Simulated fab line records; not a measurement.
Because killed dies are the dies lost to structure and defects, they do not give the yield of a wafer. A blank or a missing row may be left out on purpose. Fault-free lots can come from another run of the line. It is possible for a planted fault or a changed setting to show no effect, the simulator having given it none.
Split-lot study :: flow n5-finfet :: route with 1938 steps; 7 lots, 21 wafers read

## ON THE SPLIT
At N5_HKMG_FIN_ALD_72 (deposits W, target thk 2 nm, pulse time 1 s, purge time 2 s), the setting ald-cycles was moved away from the recipe's 7 on 7 of the 21 wafers read, by -14.3% to +14.3%. All remaining wafers had this setting at the recipe value.

The split's own step is where the reading is taken.

## THE READING
W_of_HKMG_FIN_ALD_72.thk-nm (the simulator's own value, which no gauge read), in nm, at N5_HKMG_FIN_ALD_72 (deposits W, target thk 2 nm, pulse time 1 s, purge time 2 s). No usual value for it is given in the file. Here, 14 wafers ran the recipe; their average is 2.0 nm with a standard deviation of 0.07 nm.

wafer: L075.3
tool, chamber at the split: cvd-w-02, 0,1
ald-cycles as run: 7
against the recipe: recipe
W_of_HKMG_FIN_ALD_72.thk-nm, nm: 2
against lot-mates on the recipe: -

wafer: L075.4
tool, chamber at the split: cvd-w-02, 0,1
ald-cycles as run: 7
against the recipe: recipe
W_of_HKMG_FIN_ALD_72.thk-nm, nm: 2
against lot-mates on the recipe: -

wafer: L075.5
tool, chamber at the split: cvd-w-02, 1
ald-cycles as run: 6
against the recipe: -14.3%
W_of_HKMG_FIN_ALD_72.thk-nm, nm: 1.8
against lot-mates on the recipe: -0.2

wafer: L077.1
tool, chamber at the split: cvd-w-01, 0,1,1
ald-cycles as run: 7
against the recipe: recipe
W_of_HKMG_FIN_ALD_72.thk-nm, nm: 2
against lot-mates on the recipe: -

wafer: L077.3
tool, chamber at the split: cvd-w-01, 0,1,1
ald-cycles as run: 7
against the recipe: recipe
W_of_HKMG_FIN_ALD_72.thk-nm, nm: 2
against lot-mates on the recipe: -

wafer: L077.5
tool, chamber at the split: cvd-w-01, 0,1,1
ald-cycles as run: 7
against the recipe: recipe
W_of_HKMG_FIN_ALD_72.thk-nm, nm: 2
against lot-mates on the recipe: -

wafer: L080.1
tool, chamber at the split: cvd-w-01, 0,0,1
ald-cycles as run: 7
against the recipe: recipe
W_of_HKMG_FIN_ALD_72.thk-nm, nm: 2
against lot-mates on the recipe: -

wafer: L080.3
tool, chamber at the split: cvd-w-01, 0,0,1
ald-cycles as run: 7
against the recipe: recipe
W_of_HKMG_FIN_ALD_72.thk-nm, nm: 2
against lot-mates on the recipe: -

wafer: L080.4
tool, chamber at the split: cvd-w-01, 0,0,1
ald-cycles as run: 7
against the recipe: recipe
W_of_HKMG_FIN_ALD_72.thk-nm, nm: 2
against lot-mates on the recipe: -

wafer: L082.3
tool, chamber at the split: cvd-w-02, 1
ald-cycles as run: 8
against the recipe: +14.3%
W_of_HKMG_FIN_ALD_72.thk-nm, nm: 2.2
against lot-mates on the recipe: +0.3

wafer: L082.4
tool, chamber at the split: cvd-w-02, 0
ald-cycles as run: 7
against the recipe: recipe
W_of_HKMG_FIN_ALD_72.thk-nm, nm: 2
against lot-mates on the recipe: -

wafer: L082.5
tool, chamber at the split: cvd-w-02, 1
ald-cycles as run: 7
against the recipe: recipe
W_of_HKMG_FIN_ALD_72.thk-nm, nm: 1.8
against lot-mates on the recipe: -

wafer: L087.4
tool, chamber at the split: cvd-w-02, 1
ald-cycles as run: 7
against the recipe: recipe
W_of_HKMG_FIN_ALD_72.thk-nm, nm: 1.8
against lot-mates on the recipe: -

wafer: L087.5
tool, chamber at the split: cvd-w-02, 0
ald-cycles as run: 7
against the recipe: recipe
W_of_HKMG_FIN_ALD_72.thk-nm, nm: 2
against lot-mates on the recipe: -

wafer: L087.6
tool, chamber at the split: cvd-w-02, 1
ald-cycles as run: 8
against the recipe: +14.3%
W_of_HKMG_FIN_ALD_72.thk-nm, nm: 2.2
against lot-mates on the recipe: +0.3

wafer: L090.3
tool, chamber at the split: cvd-w-02, 0
ald-cycles as run: 6
against the recipe: -14.3%
W_of_HKMG_FIN_ALD_72.thk-nm, nm: 1.8
against lot-mates on the recipe: -0.2

wafer: L090.6
tool, chamber at the split: cvd-w-02, 0
ald-cycles as run: 6
against the recipe: -14.3%
W_of_HKMG_FIN_ALD_72.thk-nm, nm: 1.8
against lot-mates on the recipe: -0.2

wafer: L090.4
tool, chamber at the split: cvd-w-02, 1
ald-cycles as run: 7
against the recipe: recipe
W_of_HKMG_FIN_ALD_72.thk-nm, nm: 2
against lot-mates on the recipe: -

wafer: L091.2
tool, chamber at the split: cvd-w-01, 0
ald-cycles as run: 6
against the recipe: -14.3%
W_of_HKMG_FIN_ALD_72.thk-nm, nm: 1.8
against lot-mates on the recipe: -0.2

wafer: L091.3
tool, chamber at the split: cvd-w-01, 0
ald-cycles as run: 7
against the recipe: recipe
W_of_HKMG_FIN_ALD_72.thk-nm, nm: 2
against lot-mates on the recipe: -

wafer: L091.4
tool, chamber at the split: cvd-w-01, 1
ald-cycles as run: 6
against the recipe: -14.3%
W_of_HKMG_FIN_ALD_72.thk-nm, nm: 1.6
against lot-mates on the recipe: -0.4
If several chambers appear in one row, that row covers several wafers at once and the file leaves open which wafer was in which chamber.

THE FIT
A straight line over all 21 wafers: W_of_HKMG_FIN_ALD_72.thk-nm changes by +0.0152 nm for each +1% of ald-cycles; r = +0.87; the points scatter about the line by 0.073 nm.
The same after taking each lot's own level away (the mean of its wafers on the recipe; 21 wafers): +0.0183 nm for each +1%; r = +0.92; scatter 0.063 nm.
Per that fit: largest ald-cycles move, reading shift of 0.26 nm.
Across the lots, their own levels run from 1.90 to 2.00 nm, a range of 1.4 times the standard deviation given above.
Thus the slope moves with the lot-to-lot level: the two fits are different.
Check: -0.262 nm against its lot-mates is what the line predicts for one of the wafers moved furthest among these (-14.3%) when that wafer is left out of the fit. It came out at -0.2 nm against them.

## OTHER SPLITS APPLIED TO THESE WAFERS
Note: prior to the reading, these wafers also went through further splits. Each is held against what the fit with the lots' levels taken away leaves over:
other split on the same wafers: N5_SD_EPI_N_PEB_07 peb-temp-c
wafers away from the commonest value: 5
r with W_of_HKMG_FIN_ALD_72.thk-nm (lot level and that fit taken away): +0.19

other split on the same wafers: N5_SD_EPI_P_ETCH_16 target-depth-a
wafers away from the commonest value: 9
r with W_of_HKMG_FIN_ALD_72.thk-nm (lot level and that fit taken away): +0.04

other split on the same wafers: N5_SD_EPI_P_EPI_21 temp-c
wafers away from the commonest value: 8
r with W_of_HKMG_FIN_ALD_72.thk-nm (lot level and that fit taken away): -0.22

other split on the same wafers: N5_HKMG_FIN_EXPOSE_09 dose-mj
wafers away from the commonest value: 6
r with W_of_HKMG_FIN_ALD_72.thk-nm (lot level and that fit taken away): -0.42

other split on the same wafers: N5_HKMG_FIN_PEB_10 peb-time-s
wafers away from the commonest value: 8
r with W_of_HKMG_FIN_ALD_72.thk-nm (lot level and that fit taken away): -0.16

## THE FILE'S OWN FIT
W_of_HKMG_FIN_ALD_72.thk-nm changes by +0.0182 nm for each +1% of ald-cycles, r = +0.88.
